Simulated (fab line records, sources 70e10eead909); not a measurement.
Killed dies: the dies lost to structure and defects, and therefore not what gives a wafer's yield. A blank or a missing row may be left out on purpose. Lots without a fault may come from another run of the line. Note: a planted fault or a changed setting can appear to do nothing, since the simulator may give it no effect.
8D (eight disciplines) problem report, filled in by code :: flow nand_harc :: the parts of the form that need people (team, actions taken, sign-off) are left out

## 1. THE ISSUE
At NHARC_A_M0_THK_MEAS_24, thk_nm averages 402.1 nm over 6 wafers from 2 lots, while fault-free wafers read 114.2 nm, standard deviation 1.5. So: +99 or more standard deviations from the usual mean.
The step: measures by xrf.
First seen on wafer L702.2, day 27 19:01, on film_metro-01. Wafers with a number at this step in the record: 36, from 12 lots. By rule, "out" or "out of limits" means more than 4 standard deviations away from the usual mean. The other wafers with a number count as sound.

## 2. WHAT IT IS AND WHAT IT IS NOT
question: which readings at this step
is: thk_nm
is not: -

question: which lots
is: L702, L704
is not: L694, L695, L699, L701, L703, L705, L706, L708, L714, L715

question: which wafers of those lots
is: all that have a number
is not: -

question: read on which gauges
is: film_metro-01
is not: film_metro-02

question: when
is: from day 27 19:01
is not: up to then (15 sound wafers); but 15 sound wafers of L705, L706, L708, L714, L715 came after

## 3. WHAT RULES OUT EACH SUSPECT
Counting: a tool stays on the suspect list if, at a process step up to the reading, it processed all lots that are out and no sound lot following the first of them.
- the gauge at NHARC_A_M0_THK_MEAS_24 has been ruled out. All the wafers that are out were read on film_metro-01, but those of them that NHARC_END_SORT_01 has rows for are out there too, on other tools.
- rie_diel-04 at NHARC_A_BLC_ETCH_17 (etches the open film in N2/H2, target depth 390 nm, time 609.38 s): ruled out as a lasting fault. Following L702 (day 27 15:45), the first lot on it that is out, the sound lots L714 were run on it. With no start given for some of its lots, NHARC_A_BLC_ETCH_17 uses the hours and lot order of NHARC_A_BLC_INSPECT_28.
- cmp-04 at NHARC_A_M0_CMP_23 (polishes, t overpolish 20 s, target thk 113.75 nm): ruled out as a lasting fault. Following L702 (day 27 18:44), the first lot on it that is out, the sound lots L715 were run on it.
Left after counting: nothing in the record.

## 4. THE CAUSE (what the simulator had put in)
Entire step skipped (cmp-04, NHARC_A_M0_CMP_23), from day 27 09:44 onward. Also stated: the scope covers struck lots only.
The count ruled it out by mistake, since the rule takes a fault to strike every lot its tool runs from the start of the fault on, and this one did not do so.

## 5. THE CHAIN OF EFFECTS, in route order
Each row: a reading whose mean over the struck wafers that have a number lies more than 3 standard deviations from the usual. Readings are gone through only where the record gives a usual standard deviation; hours: the median, over the lots, of the time from a lot's start at the first step in this table giving one to that lot's start at this step; sigmas: the change measured in usual standard deviations.
hours: 0
step: NHARC_A_M0_THK_MEAS_24
reading: thk_nm
usual: 114.2 nm
on struck wafers: 402.1
change: +287.9
sigmas: +99 or more

hours: 41
step: NHARC_END_SORT_01
reading: defect_limited_yield
usual: 91.1 %
on struck wafers: 0.0
change: -91.1
sigmas: -31

hours: 41
step: NHARC_END_SORT_01
reading: killed_at_array
usual: 55
on struck wafers: 673
change: +618
sigmas: +31

hours: 41
step: NHARC_END_SORT_01
reading: killed_dies
usual: 60
on struck wafers: 677
change: +617
sigmas: +32
Readings that are blank on the struck wafers while sound wafers have them: edge_zone_pressure_frac at NHARC_A_M0_CMP_23; motor_current_A at NHARC_A_M0_CMP_23; time_to_endpoint_s at NHARC_A_M0_CMP_23.

## 6. WHAT WOULD HAVE CAUGHT IT SOONER
Counted from the fault's start at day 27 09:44, it took 9 hours until the first out-of-limits reading at a measuring or inspecting step in this record, taken at day 27 19:01.
At NHARC_A_M0_CMP_23 the tool's readings are blank on the struck wafers, where sound wafers have them: an empty tool record is the first sign, and it was there at once.
